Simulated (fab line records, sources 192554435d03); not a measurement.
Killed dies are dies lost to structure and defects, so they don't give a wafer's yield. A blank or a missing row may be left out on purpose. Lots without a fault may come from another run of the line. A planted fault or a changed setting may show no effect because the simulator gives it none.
Problem report in the 8D (eight disciplines) form, filled by code | flow n5_finfet | the parts of the form that need people (team, actions taken, sign-off) are left out
Where a reading is given only as a bound, like >300, the bound stands for it, and a mean or a difference that rests on one is marked > or <: the true number lies beyond.

1. THE PROBLEM
raw_defect_count at N5_BEOL_M13_INSPECT_12 reads a mean of >300 on 2 wafers of 1 lot; wafers without a fault read 2.2 with a standard deviation of 1.4. That is +99 or more standard deviations from the usual mean.
The step: inspects for defects (macro).
First seen on wafer L521.2, day 15 21:28, on defect_inspect-01. The record holds 33 wafers of 11 lots with a number at this step. Rule for "out", or "out of limits": more than 4 standard deviations from the usual mean. The other wafers with a number count as sound.

2. WHAT IT IS AND WHAT IT IS NOT
question                    | is                | is not
which readings at this step | raw_defect_count  | -
which lots                  | L521              | L500, L501, L502, L503, L505, L506, L512, L513, L515, L523
which wafers of those lots  | L521.2, L521.5    | L521.3
read on which gauges        | defect_inspect-01 | defect_inspect-02
when                        | from day 15 21:28 | up to then (28 sound wafers); but 3 sound wafers of L523 came after

3. SUSPECTS, AND WHAT RULES EACH OUT
Counting: a tool at a process step up to the reading stays a suspect if it ran every lot that is out. Sound lots after the first of them don't rule it out here, since some wafers of a struck lot are sound.
- the gauge at N5_BEOL_M13_INSPECT_12: ruled out. All the wafers that are out were read on defect_inspect-01, but those of them that N5_PASSIVATION_PROBE_49 has rows for are out there too, on other tools.
- pvd_sputter-01 at N5_BEOL_M12_SPUTTER_44 (material Ta, target thk 10 nm, time 16.13 s): kept. It ran the lot that is out, L521 (day 15 19:43); its last sound lot up to then is L512 (day 14 06:06).
- rtp_anneal-01 at N5_BEOL_M12_ANNEAL_48 (time 90 s): kept. It ran the lot that is out, L521 (day 15 20:06); its last sound lot up to then is L515 (day 14 11:17).
- pecvd-01 at N5_BEOL_M13_ILD_DEP_00 (deposits SiOC from DEMS/O2, target thk 837.92 nm, time 166.4 s): kept. It ran the lot that is out, L521 (day 15 20:50); its last sound lot up to then is L515 (day 14 12:04).
- Within pecvd-01 at N5_BEOL_M13_ILD_DEP_00: the wafers that are out ran in chamber 0; their sound lot-mates ran in chamber 2.
Left after counting: pvd_sputter-01 at N5_BEOL_M12_SPUTTER_44, rtp_anneal-01 at N5_BEOL_M12_ANNEAL_48, pecvd-01 at N5_BEOL_M13_ILD_DEP_00.

4. THE CAUSE (what the simulator had put in)
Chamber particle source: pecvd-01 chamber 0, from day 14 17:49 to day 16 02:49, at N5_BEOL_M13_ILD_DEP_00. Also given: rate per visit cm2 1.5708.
Counting left 3 suspects, and this tool is among them.

5. THE CHAIN OF EFFECTS, in route order
Each row: a reading whose mean over the struck wafers that have a number lies more than 3 standard deviations from the usual. Only readings for which the record gives a usual standard deviation are gone through. hours: the time from each lot's start at the first step in this table that gives one to its start at this step, as a median over the lots. sigmas: the change in usual standard deviations.
hours | step                    | reading              | usual  | on struck wafers | change | sigmas
0     | N5_BEOL_M13_INSPECT_12  | raw_defect_count     | 2.2    | >300             | >+298  | +99 or more
35    | N5_PASSIVATION_PROBE_49 | defect_limited_yield | 91.5 % | 82.7             | -8.8   | -6.3
35    | N5_PASSIVATION_PROBE_49 | killed_at_M4_up      | 14     | 118              | +104   | +20
35    | N5_PASSIVATION_PROBE_49 | killed_dies          | 100    | 204              | +104   | +6.1
35    | N5_PASSIVATION_PROBE_49 | killed_on_rim        | 14     | 32               | +18    | +4.6
35    | N5_PASSIVATION_PROBE_49 | sort_bin_5_function  | 4.9 %  | 10.2             | +5.3   | +5.9
35    | N5_PASSIVATION_PROBE_49 | sort_n_pass          | 1080   | 976              | -104   | -6.1
35    | N5_PASSIVATION_PROBE_49 | sort_yield_pct       | 91.5 % | 82.7             | -8.8   | -6.3
The process steps in it:
- N5_PASSIVATION_PROBE_49

6. WHAT WOULD HAVE CAUGHT IT SOONER
In this record the first reading out of limits at a measuring or inspecting step was taken at day 15 21:28, 28 hours after the fault began at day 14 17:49.
Of the tool readings at N5_BEOL_M13_ILD_DEP_00 for which the record gives a usual standard deviation, none was out on any struck wafer, so an alarm limit of 4 standard deviations on them would not have fired.
All the lots that are out (1) had begun N5_BEOL_M13_ILD_DEP_00 on pecvd-01 by day 15 21:28. A hold on the tool at that time would have spared none of them.
